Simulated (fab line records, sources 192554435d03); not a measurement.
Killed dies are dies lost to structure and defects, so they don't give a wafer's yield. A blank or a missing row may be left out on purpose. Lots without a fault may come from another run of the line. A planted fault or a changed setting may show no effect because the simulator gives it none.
One fault seen from 2 desks | flow n5_finfet | each desk has only its own numbers; what lay behind them comes last

THE TOOL OWNER'S DESK: ald_sin-01
The tool's own readings at N5_GATE_CUT_ALD_22 (deposits SiNx, target thk 16 nm, pulse time 1 s, ald cycles 320): means of the sampled wafers that have a number, for each lot that ran on this tool. A lot is out of limits, marked OUT, if its mean lies more than 4 standard deviations from the usual mean; the brackets give that distance.
Columns: A = heater_power_w at N5_GATE_CUT_ALD_22, usual 852 W; B = precursor_pulse_height_rel at N5_GATE_CUT_ALD_22, usual 0.999
lot  | first seen here | A   | B
L937 | day 5 07:53     | 804 | 0.995
L942 | day 6 14:37     | 833 | 1.012
L944 | day 7 03:14     | 878 | 1.004
L946 | day 7 16:51     | 783 | 0.997
This desk's finding: nothing out of limits on any of the 4 lots.

THE METROLOGY DESK
What the gauges read, lot by lot, whatever tool the lot ran on: means of the sampled wafers that have a number. A lot is out of limits, marked OUT, if its mean lies more than 4 standard deviations from the usual mean; the brackets give that distance. Of its 11 readings 7 are shown: those that lie furthest out on some lot.
Columns: A = DIBL_N at N5_BEOL_M4_RC_MEAS_101, usual 35.9 mV/V; B = IOFF_N at N5_BEOL_M4_RC_MEAS_101, usual 0.152 nA/um; C = IOFF_P at N5_BEOL_M4_RC_MEAS_101, usual 0.204 nA/um; D = ION_P at N5_BEOL_M4_RC_MEAS_101, usual 462 uA/um; E = SS_P at N5_BEOL_M4_RC_MEAS_101, usual 73.2 mV/dec; F = VT_N at N5_BEOL_M4_RC_MEAS_101, usual 250.3 mV; G = VT_P at N5_BEOL_M4_RC_MEAS_101, usual -250.6 mV
lot  | first seen here | A    | B     | C     | D   | E    | F     | G
L937 | day 5 06:43     | 35.9 | 0.160 | 0.192 | 458 | 73.5 | 250.0 | -253.1
L939 | day 5 19:34     | 36.4 | 0.152 | 0.203 | 462 | 73.7 | 249.1 | -251.3
L941 | day 6 10:08     | 34.8 | 0.130 | 0.176 | 461 | 72.9 | 253.3 | -252.7
L942 | day 6 13:38     | 36.8 | 0.173 | 0.222 | 468 | 73.4 | 246.4 | -248.9
L944 | day 7 02:02     | 37.6 | 0.204 | 0.224 | 461 | 73.3 | 244.3 | -251.0
L946 | day 7 15:50     | 34.7 | 0.159 | 0.215 | 468 | 73.5 | 248.4 | -249.1
L954 | day 9 12:01     | 35.9 | 0.158 | 0.182 | 454 | 73.3 | 249.6 | -254.8
L956 | day 9 20:49     | 39.0 | 0.194 | 0.253 | 461 | 74.3 | 248.7 | -248.9
L957 | day 10 04:28    | 35.5 | 0.137 | 0.225 | 471 | 73.0 | 251.2 | -246.5
This desk's finding: nothing out of limits on any of the 9 lots.

PUT TOGETHER
The tool owner's desk saw nothing out of limits.
The metrology desk saw nothing out of limits.

WHAT THE SIMULATOR HAD PUT IN
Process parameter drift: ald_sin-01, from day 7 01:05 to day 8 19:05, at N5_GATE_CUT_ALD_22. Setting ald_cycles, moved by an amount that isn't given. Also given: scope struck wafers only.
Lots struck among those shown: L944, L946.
